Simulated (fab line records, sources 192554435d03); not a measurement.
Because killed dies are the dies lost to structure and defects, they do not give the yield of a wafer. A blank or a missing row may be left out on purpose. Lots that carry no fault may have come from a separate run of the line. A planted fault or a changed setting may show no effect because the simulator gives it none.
A lot that was struck, set against a sound lot | flow n5 finfet | 15 steps out of a route of 1938
Sound: the wafers L543.3, L543.5, L543.6. Struck: wafer L552.4. (L552.1, L552.3 of the same lot were not struck and are left out.) The cause comes at the end.
For every step that has rows: the tool of each side, followed by ch and its chambers, followed by its first start. Under that, the readings that differ: sound wafers | struck wafers | difference of the means | sigmas: that difference in standard deviations of wafers without a fault.
alike: words and numbers the same on both sides, and readings whose means are apart by under 2 such deviations; not compared: readings that were withheld, readings missing a value for some wafer, numbers with overlapping values and no deviation given by the record, and bounds like >300 which may hide the same value.
A row with sigmas, a row that says differs or no value, or rows on one side alone: a step with any of these is where the two part. When numbers do not overlap yet have no deviation, they are printed without sigmas and do not part them. Lack of a reading on every wafer of one side parts them only where that side has two or more wafers.

first, 8 steps without rows for these wafers: N5_MIM_BOT_LITHO_HMDS_01 (time 60 s); N5_MIM_BOT_LITHO_COAT_02; N5_MIM_BOT_LITHO_EBR_04; N5_MIM_BOT_LITHO_SOFTBAKE_03 (time 90 s); N5_MIM_BOT_LITHO_EXPOSE_05 (exposes mask MIM BOT); N5_MIM_BOT_LITHO_PEB_06; N5_MIM_BOT_LITHO_DEVELOP_07 (develop time 60 s); N5_MIM_BOT_LITHO_HARDBAKE_09 (time 120 s).
N5_MIM_BOT_LITHO_CD_MEAS_08: target cd 3000 nm.
  sound on cd sem-03 ch 0, day 13 12:38; struck on cd sem-01 ch 0, day 16 22:28
  alike: cd nm
N5_MIM_BOT_LITHO_OVL_MEAS_11:
  sound on overlay-02 ch 0, day 13 12:39; struck on overlay-02 ch 0, day 16 22:29
  reading          | sound  | struck | difference | sigmas
  MIM_BOT_OVL (nm) | 9 6 22 | -4     | -16        | -3
N5_MIM_BOT_LITHO_INSPECT_12: inspects for defects (macro).
  sound on defect inspect-02, day 13 12:41; struck on defect inspect-01, day 16 22:31
  alike: raw defect count
N5_MIM_BOT_LITHO_DESCUM_10: chemistry O2, time 7.9 s.
  sound on rie diel-05 ch 2,3, day 13 12:47; struck on rie diel-06 ch 3, day 16 22:33
  alike: drypump motor current A, oes product au, rf vpp V, showerhead plenum p Torr, throttle valve pct
  not compared: rf hours counter h
N5_MIM_BOT_ETCH_ETCH_04: etches SiNx in CF4/O2, target depth 26 nm, time 13 s.
  sound on rie diel-05 ch 2,3, day 13 12:52; struck on rie diel-06 ch 3, day 16 22:37
  reading                  | sound             | struck | difference | sigmas
  oes_f_703_au (a.u.)      | 0.79 0.79 0.68    | 0.48   | -0.27      | -3
  rf fwd power W (W)       | 529.9 529.9 526.6 | 405.4  | -123.4     | -65
  rf vpp V (V)             | 246 244 239       | 280    | +37        | +8
  model.etch.depth nm (nm) | 24.98 24.93 24.93 | 20.02  | -4.93      |
  alike: drypump motor current A, oes product au, showerhead plenum p Torr, throttle valve pct
  not compared: rf hours counter h
N5_MIM_BOT_ETCH_ETCH_03: etches the open film in Cl2/BCl3, target depth 12 nm.
  sound on rie metal-01 ch 0,1, day 13 12:58; struck on rie metal-03 ch 0, day 16 22:42
  alike: drypump motor current A, oes product au, rf fwd power W, throttle valve pct
  not compared: rf hours counter h
N5_PASSIVATION_PROBE_49:
  sound on prober-01, day 13 22:05; struck on prober-02, day 17 09:16
  reading                  | sound          | struck | difference | sigmas
  defect limited yield (%) | 92.3 91.8 91.9 | 86.7   | -5.3       | -4
  killed at front end      | 29 28 31       | 103    | +74        | +6
  killed dies              | 91 97 95       | 157    | +63        | +4
  killed open              | 57 65 60       | 104    | +43        | +3
  sort_bin_5_function (%)  | 4.9 4.7 3.8    | 8.9    | +4.4       | +5
  sort n pass              | 1089 1083 1085 | 1023   | -63        | -3
  sort yield pct (%)       | 92.3 91.8 91.9 | 86.7   | -5.3       | -4
  alike: killed_at_M0_to_M3, killed_at_M4_up, killed at contacts, killed at other, killed short, sort_bin_6_memory, sort_bin_8_speed

## WHERE THEY PART
First at N5_MIM_BOT_LITHO_OVL_MEAS_11; last, within this record, at N5_PASSIVATION_PROBE_49.

WHY: whatever the simulator had introduced
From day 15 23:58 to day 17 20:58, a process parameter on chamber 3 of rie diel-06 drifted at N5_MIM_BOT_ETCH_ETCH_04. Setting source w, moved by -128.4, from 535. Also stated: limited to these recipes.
